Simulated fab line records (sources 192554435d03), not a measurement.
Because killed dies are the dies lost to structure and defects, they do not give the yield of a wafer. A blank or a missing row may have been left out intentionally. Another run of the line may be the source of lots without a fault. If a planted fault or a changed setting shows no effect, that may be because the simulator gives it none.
fab line records ; flow n5_finfet ; part 2 of 2: steps 23 to 31 of 31
record: lots: 5; wafers: 15; last_day: 17
route steps=1938 shown SDB@364 DUMMY_REMOVAL@377 HKMG_FIN@385
lots that met no fault: from a run of the same line without faults
start_h: the number of hours between the record's first day and the start of the first shown wafer of the lot ; wait_h: time in hours since the lot's previous step ; " repeats the value in the row above ; L1.1+2: a row that stands for several wafers ; - value missing, or start not given ; * or withheld: withheld ; < > ~ a bound
route shown NAME@n: a module of which the file shows steps, and the number in the route of the first ; usual: average and standard deviation across the fault-free wafers ; same: alike in all rows ; chamber/n: place in a boat ; sites: each site's reading ; _std_site: standard deviation of those values ; _edge_site: outer sites' mean less inner sites' ; radius_mm: for every site, how far away it sits from the centre of the wafer ; mask NAME#n: copy n ; behind: the most recent tool/chamber to have shaped the wafer ; hold: reason for holding the lot/hours on hold/outcome of the hold ; device: whichever transistor did not switch (one of n, p or np) ; end of line: the same wafers' tests at the end of the route ; a step given without rows: its recipe and nothing more ; killed: the dies lost at the first sort to structure and to defects; this is not the yield of the wafer ; map: a wafer's dies, marking killed ones x, the rest . and places with no die _
set.NAME: the setting as run; set.NAME@STEP: as run at that earlier step ; model.NAME: the simulator's own value behind a step, which no gauge read
certain route steps with their lots: each step a table, each wafer a row
services: from which hour (start_h, from the record's first day; less than 0 if before it) a tool's chamber was out of use, for how many hours, and why
== steps ==
step: N5_HKMG_FIN_HK_ALD_01
recipe: material: HfO2; target_thk_a: 16; temp_c: withheld; ald_precursor_family: HfCl4; ald_co_reactant: H2O; pulse_time_s: 3; purge_time_s: 3; co_reactant_purge_time_s: 2.5; co_reactant_pulse_time_s: 0.3; ald_cycles: 30
usual: precursor_pulse_height_rel: 0.997/0.021
lot.wafer;tool;chamber;start_h;wait_h;precursor_pulse_height_rel
L080.1;ald_hk-03;0;108.34;0.0;1.003
L080.4;ald_hk-03;2;108.34;0.0;0.996
L080.5;ald_hk-03;0;108.34;0.0;1.014
L082.2;ald_hk-01;0;124.31;0.0;1.029
L082.5;ald_hk-01;0;124.31;0.0;0.993
L082.6;ald_hk-01;3;124.31;0.0;0.974
L084.1;ald_hk-02;2;137.11;0.0;0.988
L084.4;ald_hk-02;3;137.11;0.0;0.996
L084.5;ald_hk-02;3;137.11;0.0;0.989
L094.1;ald_hk-03;2;194.19;0.0;1.013
L094.4;ald_hk-03;0;194.19;0.0;0.955
L094.6;ald_hk-03;1;194.19;0.0;0.974
L096.1;ald_hk-02;2;203.14;0.1;0.982
L096.2;ald_hk-02;1;203.14;0.1;0.996
L096.3;ald_hk-02;0;203.14;0.1;0.963
step: N5_HKMG_FIN_HK_ANNEAL_02
recipe: temp_c: 700; time_s: 30; ambient: N2; idle_temp_c: 600; ramp_up_c_per_s: 150; ramp_down_c_per_s: 60; cool_to_c: 600
usual: lamp_power_pct: 8.80/0.056; lamp_zone_2_pct: 8.796/0.01; lamp_zone_4_pct: 8.795/0.011; lamp_zone_5_pct: 8.798/0.011; wafer_temp_C_max: 702.8/0.65
lot.wafer;tool;chamber;start_h;wait_h;lamp_power_pct;lamp_zone_2_pct;lamp_zone_4_pct;lamp_zone_5_pct;wafer_temp_C_max
L080.1;rtp_anneal-01;0;108.57;0.1;8.80;8.791;8.787;8.797;703.6
L080.4;rtp_anneal-01;0;108.57;0.1;8.79;8.785;8.797;8.787;702.6
L080.5;rtp_anneal-01;0;108.57;0.1;8.85;8.801;8.807;8.812;703.6
L082.2;rtp_anneal-02;0;124.52;0.1;8.84;8.785;8.803;8.794;702.7
L082.5;rtp_anneal-02;0;124.52;0.1;8.87;8.793;8.786;8.794;701.9
L082.6;rtp_anneal-02;0;124.52;0.1;8.81;8.811;8.800;8.786;703.5
L084.1;rtp_anneal-01;0;137.30;0.1;8.82;8.798;8.786;8.804;706.2
L084.4;rtp_anneal-01;0;137.30;0.1;8.88;8.783;8.791;8.803;701.9
L084.5;rtp_anneal-01;0;137.30;0.1;8.74;8.787;8.794;8.819;702.5
L094.1;rtp_anneal-02;0;194.37;0.1;8.85;8.809;8.786;8.799;702.3
L094.4;rtp_anneal-02;0;194.37;0.1;8.72;8.807;8.797;8.806;704.1
L094.6;rtp_anneal-02;0;194.37;0.1;8.78;8.788;8.820;8.801;702.6
L096.1;rtp_anneal-01;0;203.48;0.2;8.82;8.801;8.802;8.771;702.4
L096.2;rtp_anneal-01;0;203.48;0.2;8.74;8.801;8.796;8.781;702.1
L096.3;rtp_anneal-01;0;203.48;0.2;8.89;8.784;8.789;8.766;702.6
step: N5_HKMG_FIN_ALD_74
recipe: material: La2O3; target_thk_a: 5; temp_c: 250; ald_precursor_family: La-Cp; ald_co_reactant: O3; pulse_time_s: 6; co_reactant_pulse_time_s: 1; purge_time_s: 3; co_reactant_purge_time_s: 3
usual: heater_power_w: 353/36; precursor_pulse_height_rel: 0.999/0.019
lot.wafer;tool;chamber;start_h;wait_h;heater_power_w;precursor_pulse_height_rel
L080.1;ald_hk-02;0;108.78;0.2;320;0.957
L080.4;ald_hk-02;1;108.78;0.2;433;1.012
L080.5;ald_hk-02;2;108.78;0.2;355;0.965
L082.2;ald_hk-03;0;124.71;0.2;353;0.993
L082.5;ald_hk-03;2;124.71;0.2;392;0.947
L082.6;ald_hk-03;3;124.71;0.2;325;1.017
L084.1;ald_hk-01;2;137.52;0.2;372;0.997
L084.4;ald_hk-01;3;137.52;0.2;371;0.971
L084.5;ald_hk-01;1;137.52;0.2;315;0.997
L094.1;ald_hk-01;2;194.59;0.2;384;1.006
L094.4;ald_hk-01;1;194.59;0.2;323;0.992
L094.6;ald_hk-01;1;194.59;0.2;315;1.006
L096.1;ald_hk-03;1;203.87;0.3;375;0.985
L096.2;ald_hk-03;3;203.87;0.3;328;0.993
L096.3;ald_hk-03;2;203.87;0.3;389;1.017
step: N5_HKMG_FIN_ALD_75
recipe: material: Al2O3; target_thk_a: 10; temp_c: 150; ald_precursor_family: TMA; ald_co_reactant: H2O; pulse_time_s: withheld; co_reactant_pulse_time_s: 1
usual: heater_power_w: 152/16; precursor_pulse_height_rel: 0.996/0.019
lot.wafer;tool;chamber;start_h;wait_h;heater_power_w;precursor_pulse_height_rel
L080.1;ald_hk-02;0;108.86;0.0;135;1.005
L080.4;ald_hk-02;1;108.86;0.0;184;0.980
L080.5;ald_hk-02;2;108.86;0.0;156;0.994
L082.2;ald_hk-03;0;124.86;0.1;154;1.032
L082.5;ald_hk-03;2;124.86;0.1;172;1.001
L082.6;ald_hk-03;3;124.86;0.1;143;1.026
L084.1;ald_hk-01;2;137.59;0.0;166;1.013
L084.4;ald_hk-01;3;137.59;0.0;162;0.984
L084.5;ald_hk-01;1;137.59;0.0;136;0.997
L094.1;ald_hk-01;2;194.66;0.0;165;1.029
L094.4;ald_hk-01;1;194.66;0.0;137;0.983
L094.6;ald_hk-01;1;194.66;0.0;137;1.011
L096.1;ald_hk-03;1;203.95;0.0;165;0.963
L096.2;ald_hk-03;3;203.95;0.0;140;0.994
L096.3;ald_hk-03;2;203.95;0.0;171;0.991
step: N5_HKMG_FIN_COAT_41
recipe: resist: SOC; temp_c: 250; time_s: 60; spin_rpm: 1500; resist_thk_nm: 300
usual: dispense_pressure_kPa: 49/3.1; heater_power_total_W: 500.5/1.8
lot.wafer;tool;chamber;start_h;wait_h;dispense_pressure_kPa;heater_power_total_W
L080.1;litho_track-04;0;108.96;-;51;501.4
L080.4;litho_track-04;0;108.96;-;51;498.5
L080.5;litho_track-04;0;108.96;-;51;499.3
L082.2;litho_track-03;0;125.03;-;52;497.4
L082.5;litho_track-03;0;125.03;-;52;500.1
L082.6;litho_track-03;0;125.03;-;52;503.3
L084.1;litho_track-04;0;137.69;-;51;499.8
L084.4;litho_track-04;0;137.69;-;51;501.0
L084.5;litho_track-04;0;137.69;-;51;498.6
L094.1;litho_track-03;0;194.76;-;52;500.6
L094.4;litho_track-03;0;194.76;-;52;499.3
L094.6;litho_track-03;0;194.76;-;52;498.0
L096.1;litho_track-01;0;204.05;-;45;498.3
L096.2;litho_track-01;0;204.05;-;45;502.9
L096.3;litho_track-01;0;204.05;-;45;503.1
step: N5_HKMG_FIN_COAT_42
recipe: resist: SiARC; temp_c: 220; time_s: 60; spin_rpm: 1500; resist_thk_nm: 35
usual: dispense_pressure_kPa: 49/3.1; heater_power_total_W: 427.6/2.1
lot.wafer;tool;chamber;start_h;wait_h;dispense_pressure_kPa;heater_power_total_W
L080.1;litho_track-04;0;-;-;51;426.8
L080.4;litho_track-04;0;-;-;51;427.4
L080.5;litho_track-04;0;-;-;51;426.6
L082.2;litho_track-03;0;-;-;52;426.0
L082.5;litho_track-03;0;-;-;52;429.8
L082.6;litho_track-03;0;-;-;52;424.4
L084.1;litho_track-04;0;-;-;51;429.7
L084.4;litho_track-04;0;-;-;51;429.3
L084.5;litho_track-04;0;-;-;51;430.8
L094.1;litho_track-03;0;-;-;52;428.1
L094.4;litho_track-03;0;-;-;52;426.7
L094.6;litho_track-03;0;-;-;52;429.2
L096.1;litho_track-01;0;-;-;45;427.6
L096.2;litho_track-01;0;-;-;45;425.5
L096.3;litho_track-01;0;-;-;45;428.6
step: N5_HKMG_FIN_COAT_43
recipe: resist: CAR-ArF; spin_rpm: 1500; resist_thk_nm: 90
usual: dispense_pressure_kPa: 49/3.1
lot.wafer;tool;chamber;start_h;wait_h;dispense_pressure_kPa
L080.1;litho_track-04;0;-;-;51
L080.4;litho_track-04;0;-;-;51
L080.5;litho_track-04;0;-;-;51
L082.2;litho_track-03;0;-;-;52
L082.5;litho_track-03;0;-;-;52
L082.6;litho_track-03;0;-;-;52
L084.1;litho_track-04;0;-;-;51
L084.4;litho_track-04;0;-;-;51
L084.5;litho_track-04;0;-;-;51
L094.1;litho_track-03;0;-;-;52
L094.4;litho_track-03;0;-;-;52
L094.6;litho_track-03;0;-;-;52
L096.1;litho_track-01;0;-;-;45
L096.2;litho_track-01;0;-;-;45
L096.3;litho_track-01;0;-;-;45
step: N5_HKMG_FIN_EBR_45
recipe: solvent: PGMEA; ebr_width_mm: 1.5
same: ebr_width_mm: 1.5
lot.wafer;tool;chamber;start_h;wait_h
L080.1+4+5;litho_track-04;0;-;-
L082.2+5+6;litho_track-03;0;-;-
L084.1+4+5;litho_track-04;0;-;-
L094.1+4+6;litho_track-03;0;-;-
L096.1+2+3;litho_track-01;0;-;-
step: N5_HKMG_FIN_SOFTBAKE_44
recipe: temp_c: 110; time_s: 60; resist: CAR-ArF
usual: heater_power_total_W: 175.5/1.5
lot.wafer;tool;chamber;start_h;wait_h;heater_power_total_W
L080.1;litho_track-04;0;-;-;172.9
L080.4;litho_track-04;0;-;-;175.5
L080.5;litho_track-04;0;-;-;176.3
L082.2;litho_track-03;0;-;-;176.6
L082.5;litho_track-03;0;-;-;177.2
L082.6;litho_track-03;0;-;-;174.0
L084.1;litho_track-04;0;-;-;177.5
L084.4;litho_track-04;0;-;-;177.2
L084.5;litho_track-04;0;-;-;176.5
L094.1;litho_track-03;0;-;-;175.7
L094.4;litho_track-03;0;-;-;174.8
L094.6;litho_track-03;0;-;-;176.7
L096.1;litho_track-01;0;-;-;176.2
L096.2;litho_track-01;0;-;-;177.6
L096.3;litho_track-01;0;-;-;173.0
== services ==
tool;chamber;start_h;hours;kind
rie_si-05;3;84.61;8.1;repair
cmp-01;-;84.66;6.7;repair
ald_sin-01;-;85.33;29.9;repair
rie_diel-01;-;94.56;2.8;pm
rie_si-03;-;101.71;0.5;repair
rie_diel-01;0;114.37;7.6;repair
rie_diel-06;1;127.09;2.5;repair
cmp-04;-;131.28;3.7;pm
wet_bench-01;-;134.94;3.8;repair
cmp-03;-;139.32;4.0;pm
rie_diel-06;2;139.56;7.7;repair
rtp_anneal-02;-;141.32;4.7;pm
rie_diel-01;3;142.69;2.2;repair
rie_diel-04;3;149.33;7.2;repair
rie_si-03;1;149.80;2.6;repair
ald_hk-03;-;153.33;0.4;repair
plasma_asher-02;-;154.70;6.9;repair
ald_sin-01;3;158.58;5.2;repair
rie_diel-04;2;169.75;12.7;repair
rie_diel-02;1;178.83;7.1;repair
ald_hk-01;-;179.04;6.0;pm
cmp-03;-;192.54;2.2;repair
ald_sin-01;-;199.15;6.0;pm
cmp-03;-;202.26;2.2;repair
